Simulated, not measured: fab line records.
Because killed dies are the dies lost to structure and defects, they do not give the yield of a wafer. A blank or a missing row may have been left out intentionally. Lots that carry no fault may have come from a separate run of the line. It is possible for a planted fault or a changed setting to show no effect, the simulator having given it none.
The tool behind it: which one?	flow n5 finfet	24 lots with 72 wafers sampled at 6 steps, on a route of 1938 steps

## WHAT THE GAUGES SHOWED, per wafer
Not one reading of a measure or inspect step in the record can be checked against a usual standard deviation.

## WHICH TOOL RAN EACH LOT (tool, then ch and the chambers of the sampled wafers, then the start)
lot	N5_BEOL_M6_SURFACE_TREAT_79	N5_BEOL_M6_CMP_52	N5_BEOL_M7_ETCH_61	N5_BEOL_M7_STRIP_67	N5_BEOL_M7_PRE_CLEAN_45	N5_BEOL_M7_DEP_56
L074	pvd sputter-01, day 8 14:59	cmp-04 ch 0,2,3, day 8 16:19	rie diel-05 ch 2,3, day 8 18:22	rie diel-05 ch 2,3, day 8 18:34	pvd sputter-02, day 8 21:35	pecvd-02 ch 0,1, day 9 00:31
L075	pvd sputter-01, day 8 19:59	cmp-03 ch 0,2, day 8 20:58	rie diel-03 ch 2,3, day 9 00:20	rie diel-03 ch 2,3, day 9 00:32	pvd sputter-03, day 9 04:45	pecvd-01 ch 1,2, day 9 06:32
L076	pvd sputter-02, day 8 20:46	cmp-03 ch 0,1,2, day 8 21:31	rie diel-05 ch 0,1,3, day 9 09:10	rie diel-05 ch 0,1,3, day 9 09:22	pvd sputter-01, day 9 14:38	pecvd-01 ch 0,1,2, day 9 16:09
L077	pvd sputter-03, day 9 06:05	cmp-01 ch 0,3, day 9 07:11	rie diel-06 ch 1,2,3, day 9 09:20	rie diel-06 ch 1,2,3, day 9 09:32	pvd sputter-02, day 9 14:22	pecvd-04 ch 0,1, day 9 15:50
L079	pvd sputter-01, day 9 17:14	cmp-04 ch 0,1,2, day 9 19:59	rie diel-05 ch 0,2,3, day 9 22:29	rie diel-05 ch 0,2,3, day 9 22:41	pvd sputter-01, day 10 01:55	pecvd-04 ch 0,1, day 10 04:16
L078	pvd sputter-02, day 9 20:02	cmp-01 ch 0,1,3, day 9 21:27	rie diel-03 ch 0,2,3, day 9 23:28	rie diel-03 ch 0,2,3, day 9 23:40	pvd sputter-01, day 10 01:59	pecvd-04 ch 0,2, day 10 04:34
L080	pvd sputter-02, day 10 05:47	cmp-04 ch 1,2,3, day 10 06:44	rie diel-05 ch 0,1,2, day 10 10:35	rie diel-05 ch 0,1,2, day 10 10:47	pvd sputter-02, day 10 14:31	pecvd-02 ch 0,1,2, day 10 16:10
L081	pvd sputter-02, day 10 14:48	cmp-03 ch 0,1, day 10 15:35	rie diel-06 ch 0,3, day 10 20:46	rie diel-06 ch 0,3, day 10 20:58	pvd sputter-01, day 11 02:49	pecvd-04 ch 0,1, day 11 04:25
L082	pvd sputter-01, day 11 04:05	cmp-04 ch 1,2,3, day 11 04:51	rie diel-06 ch 0,2,3, day 11 07:43	rie diel-06 ch 0,2,3, day 11 07:55	pvd sputter-02, day 11 10:31	pecvd-02 ch 0,1, day 11 12:04
L083	pvd sputter-01, day 11 04:44	cmp-04 ch 0,2, day 11 06:00	rie diel-05 ch 1,2, day 11 08:32	rie diel-05 ch 1,2, day 11 08:44	pvd sputter-01, day 11 12:02	pecvd-01 ch 0,1,2, day 11 13:41
L084	pvd sputter-02, day 11 10:23	cmp-04 ch 2,3, day 11 11:18	rie diel-05 ch 1,2, day 11 14:17	rie diel-05 ch 1,2, day 11 14:29	pvd sputter-02, day 11 18:20	pecvd-04 ch 0,1, day 11 19:46
L085	pvd sputter-03, day 11 11:05	cmp-04 ch 0,1, day 11 12:20	rie diel-05 ch 0,2, day 11 14:50	rie diel-05 ch 0,2, day 11 15:02	pvd sputter-02, day 11 18:40	pecvd-01 ch 0,1, day 11 20:12
L086	pvd sputter-01, day 12 06:08	cmp-03 ch 0,2, day 12 06:53	rie diel-06 ch 0,2,3, day 12 08:43	rie diel-06 ch 0,2,3, day 12 08:55	pvd sputter-03, day 12 10:46	pecvd-01 ch 0,2, day 12 12:15
L087	pvd sputter-02, day 12 11:43	cmp-01 ch 0,1,3, day 12 12:39	rie diel-05 ch 0,1,2, day 12 15:15	rie diel-05 ch 0,1,2, day 12 15:28	pvd sputter-02, day 12 21:08	pecvd-02 ch 0,1, day 13 00:09
L088	pvd sputter-01, day 12 11:55	cmp-03 ch 0,3, day 12 12:43	rie diel-03 ch 1,2, day 12 15:34	rie diel-03 ch 1,2, day 12 15:46	pvd sputter-02, day 12 21:01	pecvd-02 ch 0,2, day 12 23:10
L090	pvd sputter-03, day 13 00:31	cmp-04 ch 0,1, day 13 01:16	rie diel-03 ch 0,1,2, day 13 03:51	rie diel-03 ch 0,1,2, day 13 04:02	pvd sputter-01, day 13 06:26	pecvd-04 ch 0,1,2, day 13 08:15
L089	pvd sputter-01, day 13 07:10	cmp-01 ch 0,3, day 13 08:11	rie diel-03 ch 0,1,2, day 13 12:08	rie diel-03 ch 0,1,2, day 13 12:20	pvd sputter-03, day 13 15:35	pecvd-01 ch 0,2, day 13 17:18
L091	pvd sputter-03, day 13 16:14	cmp-01 ch 1,2, day 13 19:06	rie diel-06 ch 0,3, day 13 21:53	rie diel-06 ch 0,3, day 13 22:05	pvd sputter-03, day 14 00:58	pecvd-01 ch 0,1,2, day 14 02:55
L092	pvd sputter-03, day 13 16:16	cmp-04 ch 1,2,3, day 13 19:43	rie diel-03 ch 0,2,3, day 13 22:13	rie diel-03 ch 0,2,3, day 13 22:25	pvd sputter-02, day 14 00:57	pecvd-02 ch 0,1, day 14 03:11
L094	pvd sputter-01, day 13 18:32	cmp-04 ch 0,2,3, day 13 21:28	rie diel-06 ch 0,1,2, day 14 00:46	rie diel-06 ch 0,1,2, day 14 00:58	pvd sputter-03, day 14 02:53	pecvd-01 ch 0,1,2, day 14 04:27
L095	pvd sputter-01, day 13 18:54	cmp-01 ch 0,3, day 13 22:04	rie diel-06 ch 0,1, day 14 01:01	rie diel-06 ch 0,1, day 14 01:13	pvd sputter-03, day 14 03:07	pecvd-04 ch 0,1,2, day 14 04:44
L093	pvd sputter-01, day 14 01:34	cmp-03 ch 0,1,2, day 14 03:10	rie diel-05 ch 1,2,3, day 14 06:59	rie diel-05 ch 1,2,3, day 14 07:11	pvd sputter-03, day 14 09:01	pecvd-01 ch 0,1,2, day 14 12:26
L096	pvd sputter-03, day 14 23:33	cmp-04 ch 0,1,2, day 15 00:39	rie diel-05 ch 0,1,2, day 15 05:14	rie diel-05 ch 0,1,2, day 15 05:27	pvd sputter-01, day 15 08:17	pecvd-01 ch 0,2, day 15 10:06
L097	pvd sputter-02, day 15 11:24	cmp-01 ch 0,1,2, day 15 12:17	rie diel-05 ch 0,1,3, day 15 15:01	rie diel-05 ch 0,1,3, day 15 15:13	pvd sputter-03, day 15 18:52	pecvd-02 ch 1,2, day 15 20:54
- N5_BEOL_M6_SURFACE_TREAT_79
- N5_BEOL_M6_CMP_52: polishes, stops on SiCOH lowk, t overpolish 6.9 s, target thk 80 nm.
- N5_BEOL_M7_ETCH_61: etches SiARC in CF4, target depth 45.5 nm, time 75.8 s.
- N5_BEOL_M7_STRIP_67: strips in CF4.
- N5_BEOL_M7_PRE_CLEAN_45: time 30 s.
- N5_BEOL_M7_DEP_56: deposits SiCN from 3MS/NH3, target thk 10 nm, time 17.5 s.

## WHAT THE TOOLS THEMSELVES READ (means of the sampled wafers that have a number; where no wafer has one, the mark that the record gives instead)
N5_BEOL_M6_CMP_52.
lot	tool	barrier field endpoint s (s)	edge zone pressure frac	motor current A (A)	overpolish run s (s)	time to endpoint s (s)
L074	cmp-04	29.2	0.999	5.6	6.893	60
L075	cmp-03	28.2	1.004	5.9	6.910	58
L076	cmp-03	29.1	1.003	5.9	6.894	62
L077	cmp-01	29.1	0.999	7.3	6.908	61
L079	cmp-04	29.8	1.003	5.6	6.896	69
L078	cmp-01	28.5	1.003	7.1	6.895	63
L080	cmp-04	29.5	1.000	5.4	6.905	63
L081	cmp-03	29.6	0.999	5.9	6.903	60
L082	cmp-04	29.2	1.000	5.5	6.895	62
L083	cmp-04	29.0	1.001	5.7	6.905	65
L084	cmp-04	29.0	0.993	5.4	6.905	60
L085	cmp-04	29.4	0.997	5.7	6.903	64
L086	cmp-03	27.7	1.000	5.8	6.907	61
L087	cmp-01	29.1	0.997	7.0	6.900	62
L088	cmp-03	29.3	1.004	5.3	6.899	63
L090	cmp-04	29.9	0.993	5.7	6.897	63
L089	cmp-01	29.3	0.995	6.8	6.899	63
L091	cmp-01	29.6	1.004	7.1	6.902	63
L092	cmp-04	28.1	1.002	5.5	6.899	59
L094	cmp-04	28.6	1.003	5.4	6.910	59
L095	cmp-01	29.2	1.004	6.9	6.896	62
L093	cmp-03	29.0	0.998	6.3	6.904	62
L096	cmp-04	29.0	0.996	5.7	6.902	63
L097	cmp-01	29.4	1.004	6.6	6.899	64

N5_BEOL_M7_ETCH_61.
lot	tool	drypump motor current A (A)	etch rf on time s (s)	oes product au (a.u.)	rf vpp V (V)	showerhead plenum p Torr (Torr)	throttle valve pct (%)
L074	rie diel-05	6.2	76.1	0.61	184.0	2.18	15.58
L075	rie diel-03	5.7	78.5	0.62	185.0	2.18	15.92
L076	rie diel-05	5.5	74.2	0.61	184.3	2.19	15.72
L077	rie diel-06	5.9	76.5	0.62	184.0	2.12	15.67
L079	rie diel-05	5.9	73.9	0.62	185.0	2.19	15.59
L078	rie diel-03	5.8	78.0	0.60	184.3	2.20	15.88
L080	rie diel-05	5.6	74.8	0.62	184.8	2.21	15.62
L081	rie diel-06	5.5	77.4	0.60	184.3	2.14	15.59
L082	rie diel-06	5.9	77.2	0.61	183.2	2.10	15.67
L083	rie diel-05	6.0	77.0	0.60	184.5	2.20	15.62
L084	rie diel-05	5.9	77.3	0.60	185.6	2.20	15.63
L085	rie diel-05	6.0	75.5	0.62	185.0	2.20	15.50
L086	rie diel-06	5.9	77.3	0.61	183.5	2.10	15.68
L087	rie diel-05	5.6	74.6	0.61	185.3	2.21	15.65
L088	rie diel-03	5.9	77.4	0.61	184.6	2.16	15.85
L090	rie diel-03	6.0	77.3	0.59	184.9	2.18	15.82
L089	rie diel-03	6.0	77.4	0.60	184.2	2.18	15.82
L091	rie diel-06	5.5	78.0	0.58	184.4	2.13	15.63
L092	rie diel-03	5.8	77.8	0.68	184.8	2.19	15.76
L094	rie diel-06	6.1	77.0	0.59	184.4	2.15	15.63
L095	rie diel-06	5.7	77.9	0.56	185.0	2.18	15.56
L093	rie diel-05	5.8	75.1	0.66	184.7	2.17	15.60
L096	rie diel-05	5.6	75.1	0.59	185.2	2.20	15.68
L097	rie diel-05	5.5	73.4	0.66	184.0	2.18	15.63

N5_BEOL_M7_STRIP_67.
lot	tool	drypump motor current A (A)	oes product au (a.u.)	rf vpp V (V)	showerhead plenum p Torr (Torr)	throttle valve pct (%)
L074	rie diel-05	6.3	0.72	271.3	1.81	13.55
L075	rie diel-03	5.7	0.74	270.9	1.83	13.89
L076	rie diel-05	5.5	0.71	271.9	1.84	13.69
L077	rie diel-06	5.9	0.73	270.6	1.77	13.65
L079	rie diel-05	5.9	0.72	271.8	1.82	13.57
L078	rie diel-03	5.8	0.72	271.9	1.84	13.86
L080	rie diel-05	5.6	0.72	272.6	1.85	13.61
L081	rie diel-06	5.5	0.71	271.1	1.80	13.65
L082	rie diel-06	5.9	0.72	270.9	1.77	13.68
L083	rie diel-05	5.9	0.71	272.8	1.83	13.60
L084	rie diel-05	6.0	0.71	272.5	1.83	13.61
L085	rie diel-05	6.0	0.73	271.8	1.84	13.48
L086	rie diel-06	5.9	0.72	269.2	1.76	13.71
L087	rie diel-05	5.6	0.71	272.4	1.85	13.63
L088	rie diel-03	5.9	0.73	270.8	1.80	13.82
L090	rie diel-03	6.0	0.70	272.7	1.82	13.78
L089	rie diel-03	6.0	0.71	271.8	1.82	13.79
L091	rie diel-06	5.6	0.69	272.2	1.80	13.70
L092	rie diel-03	5.8	0.81	270.9	1.83	13.71
L094	rie diel-06	6.0	0.70	271.2	1.79	13.64
L095	rie diel-06	5.7	0.68	271.1	1.83	13.59
L093	rie diel-05	5.8	0.77	271.4	1.81	13.55
L096	rie diel-05	5.6	0.70	272.5	1.84	13.67
L097	rie diel-05	5.5	0.76	271.4	1.83	13.58

N5_BEOL_M7_PRE_CLEAN_45.
lot	tool	heater power w (W)	susceptor temp C (C)
L074	pvd sputter-02	334	250.05
L075	pvd sputter-03	363	250.04
L076	pvd sputter-01	320	250.01
L077	pvd sputter-02	340	249.89
L079	pvd sputter-01	332	249.90
L078	pvd sputter-01	340	249.87
L080	pvd sputter-02	329	250.18
L081	pvd sputter-01	358	249.96
L082	pvd sputter-02	341	250.03
L083	pvd sputter-01	340	250.01
L084	pvd sputter-02	348	249.93
L085	pvd sputter-02	346	249.85
L086	pvd sputter-03	359	250.23
L087	pvd sputter-02	325	249.84
L088	pvd sputter-02	336	250.10
L090	pvd sputter-01	340	249.83
L089	pvd sputter-03	332	249.98
L091	pvd sputter-03	362	249.93
L092	pvd sputter-02	349	250.20
L094	pvd sputter-03	304	249.96
L095	pvd sputter-03	357	250.00
L093	pvd sputter-03	331	250.02
L096	pvd sputter-01	359	250.08
L097	pvd sputter-03	332	250.00

N5_BEOL_M7_DEP_56.
lot	tool	showerhead plenum p Torr (Torr)	throttle valve pct (%)
L074	pecvd-02	3.660	9.4
L075	pecvd-01	3.670	8.7
L076	pecvd-01	3.675	8.9
L077	pecvd-04	3.648	8.6
L079	pecvd-04	3.649	8.7
L078	pecvd-04	3.662	8.2
L080	pecvd-02	3.661	9.1
L081	pecvd-04	3.652	8.7
L082	pecvd-02	3.658	9.5
L083	pecvd-01	3.668	8.8
L084	pecvd-04	3.650	8.5
L085	pecvd-01	3.673	8.8
L086	pecvd-01	3.662	9.0
L087	pecvd-02	3.671	9.3
L088	pecvd-02	3.657	9.2
L090	pecvd-04	3.659	8.6
L089	pecvd-01	3.667	8.8
L091	pecvd-01	3.670	8.9
L092	pecvd-02	3.657	9.4
L094	pecvd-01	3.665	8.9
L095	pecvd-04	3.656	8.6
L093	pecvd-01	3.675	8.8
L096	pecvd-01	3.666	8.9
L097	pecvd-02	3.669	9.4

## THE ANSWER, worked out from the rows above alone
Rule: what is usual is taken from the lots themselves. Put in order of their means at a reading, lots are off if they are a third of the lots or fewer, leave a main group of 4 or more, and stand apart from it by a gap of 3 or more times the standard deviation of the main group's means; of several such gaps the widest counts. A main group is skipped when, at the precision printed for the reading in the tables above, its means are all equal. A lot without any number at a reading at which 4 lots or more have one is off too. Any other lot the step has rows for is counted as sound. First the gauges in route order, then the tools' own readings, where a lot's mean is used as printed above. The first step at which some lot is off is used, and at that step the reading that is off furthest; a lot without a number counts as furthest.
Nothing can be told from this: no lot is off at any reading shown.

## WHAT HAD BEEN PUT IN BY THE SIMULATOR
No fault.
